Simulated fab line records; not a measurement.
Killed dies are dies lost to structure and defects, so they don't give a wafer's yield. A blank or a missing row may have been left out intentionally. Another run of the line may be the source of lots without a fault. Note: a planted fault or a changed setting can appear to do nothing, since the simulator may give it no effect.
Matching of chambers | flow n5_finfet | N5_BEOL_M3_DESCUM_33 on rie_diel-03: 4 sister chambers
The step chemistry O2, time 7 s. 4 wafers are shown with their chamber, then 7 later ones without.

== WAFERS PAIRED WITH THEIR CHAMBERS ==
wafer  | chamber | showerhead_plenum_p_Torr (Torr)
L082.1 | 2       | 2.06
L086.5 | 3       | 2.13
L086.6 | 0       | 1.99
L096.5 | 1       | 2.12

== WAFERS WHOSE CHAMBER IS MISSING ==
wafer  | showerhead_plenum_p_Torr (Torr)
L096.6 | 1.99
L093.3 | 1.99
L093.4 | 2.05
L093.6 | 1.99
L092.1 | 2.12
L092.3 | 1.99
L092.5 | 2.13

== EACH ONE'S CHAMBER ==
wafer  | from the rows above | in truth
L096.6 | 0                   | 0
L093.3 | 0                   | 0
L093.4 | 2                   | 2
L093.6 | 0                   | 0
L092.1 | 1                   | 1
L092.3 | 0                   | 0
L092.5 | 3                   | 3
Correctly placed: 7 of 7. Can't be placed from these rows: 0. Wrongly placed: 0.
How it was worked out, from the rows above alone: a wafer's distance from a chamber is the root of the sum, over the readings, of the square of ((its reading less the chamber's mean) divided by the reading's scatter). The wafer belongs to the nearest chamber; if the next one is less than 2 further off, it can't be placed. A chamber's mean is the mean of its shown wafers. The scatter: with one shown wafer a chamber, the root of the mean of the squares of how far each hidden wafer lies from its nearest shown one.
